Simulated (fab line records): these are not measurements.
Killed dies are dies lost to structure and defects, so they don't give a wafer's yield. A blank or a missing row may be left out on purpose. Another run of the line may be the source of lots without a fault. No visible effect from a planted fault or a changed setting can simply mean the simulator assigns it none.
What tool caused it? || flow nand harc || Sampling: 9 lots, 27 wafers, 3 of 1302 route steps

## WHAT THE GAUGES SHOWED, per wafer
NHARC_A_CHANNEL_HOLE_D1_CD_MEAS_10: target cd 100 nm.
{"lot": "L278", "measured": "day 9 04:16", "on": "cd sem-03", "cd nm (nm)": "99.8 100.5 100.1"}
{"lot": "L280", "measured": "day 9 15:23", "on": "cd sem-02", "cd nm (nm)": "99.0 99.3 99.8"}
{"lot": "L281", "measured": "day 9 21:24", "on": "cd sem-03", "cd nm (nm)": "100.4 100.7 100.5"}
{"lot": "L287", "measured": "day 13 01:07", "on": "cd sem-01", "cd nm (nm)": "109.3 108.8 108.1"}
{"lot": "L290", "measured": "day 13 17:55", "on": "cd sem-01", "cd nm (nm)": "109.1 109.0 109.0"}
{"lot": "L293", "measured": "day 15 08:58", "on": "cd sem-01", "cd nm (nm)": "100.5 101.0 100.8"}
{"lot": "L295", "measured": "day 15 22:53", "on": "cd sem-03", "cd nm (nm)": "100.3 100.1 100.0"}
{"lot": "L297", "measured": "day 16 18:40", "on": "cd sem-03", "cd nm (nm)": "100.2 99.9 100.3"}
{"lot": "L299", "measured": "day 17 11:29", "on": "cd sem-03", "cd nm (nm)": "100.2 100.3 100.3"}

## WHICH TOOL RAN EACH LOT (tool, then ch and the chambers of the sampled wafers, then the start)
{"lot": "L278", "NHARC_A_CHANNEL_HOLE_D1_DEP_00": "acl dep-02 ch 0, day 9 01:55", "NHARC_A_CHANNEL_HOLE_D1_PEB_08": "litho track-06 ch 0, day 9 04:11"}
{"lot": "L280", "NHARC_A_CHANNEL_HOLE_D1_DEP_00": "acl dep-03 ch 0, day 9 13:23", "NHARC_A_CHANNEL_HOLE_D1_PEB_08": "litho track-01 ch 0, day 9 15:18"}
{"lot": "L281", "NHARC_A_CHANNEL_HOLE_D1_DEP_00": "acl dep-02 ch 0, day 9 18:53", "NHARC_A_CHANNEL_HOLE_D1_PEB_08": "litho track-06 ch 0, day 9 21:20"}
{"lot": "L287", "NHARC_A_CHANNEL_HOLE_D1_DEP_00": "acl dep-02 ch 0, day 12 23:05", "NHARC_A_CHANNEL_HOLE_D1_PEB_08": "litho track-06 ch 0, day 13 01:02"}
{"lot": "L290", "NHARC_A_CHANNEL_HOLE_D1_DEP_00": "acl dep-02 ch 0, day 13 16:01", "NHARC_A_CHANNEL_HOLE_D1_PEB_08": "litho track-06 ch 0, day 13 17:50"}
{"lot": "L293", "NHARC_A_CHANNEL_HOLE_D1_DEP_00": "acl dep-03 ch 0, day 15 06:40", "NHARC_A_CHANNEL_HOLE_D1_PEB_08": "litho track-04 ch 0, day 15 08:53"}
{"lot": "L295", "NHARC_A_CHANNEL_HOLE_D1_DEP_00": "acl dep-01 ch 0, day 15 20:13", "NHARC_A_CHANNEL_HOLE_D1_PEB_08": "litho track-04 ch 0, day 15 22:48"}
{"lot": "L297", "NHARC_A_CHANNEL_HOLE_D1_DEP_00": "acl dep-02 ch 0, day 16 16:08", "NHARC_A_CHANNEL_HOLE_D1_PEB_08": "litho track-01 ch 0, day 16 18:35"}
{"lot": "L299", "NHARC_A_CHANNEL_HOLE_D1_DEP_00": "acl dep-03 ch 0, day 17 09:08", "NHARC_A_CHANNEL_HOLE_D1_PEB_08": "litho track-06 ch 0, day 17 11:24"}
- NHARC_A_CHANNEL_HOLE_D1_DEP_00: deposits aC, target thk 3100 nm.
- NHARC_A_CHANNEL_HOLE_D1_PEB_08: peb time 65 s.

## THE ANSWER, worked out from the rows above alone
Rule: usual is defined by the lots themselves. Put in order of their means at a reading, lots are off if they are a third of the lots or fewer, leave a main group of 4 or more, and stand apart from it by a gap of 3 or more times the standard deviation of the main group's means; of several such gaps the widest counts. If all means in a main group match to the digits the tables above print for the reading, that group is not used. A lot without any number at a reading at which 4 lots or more have one is off too. Where the step has rows for the other lots, those lots are counted as sound.
Off: L287, L290 (NHARC_A_CHANNEL_HOLE_D1_CD_MEAS_10, cd nm). The main group: mean 100.2 nm, standard deviation 0.4.
A tool fits if, at a process step before that reading, it ran every lot that is off, and no sound lot after the first of them. Gauges at NHARC_A_CHANNEL_HOLE_D1_CD_MEAS_10: tried the same way as those tools. Of those tried, none fits.

## WHAT THE SIMULATOR HAD INSERTED
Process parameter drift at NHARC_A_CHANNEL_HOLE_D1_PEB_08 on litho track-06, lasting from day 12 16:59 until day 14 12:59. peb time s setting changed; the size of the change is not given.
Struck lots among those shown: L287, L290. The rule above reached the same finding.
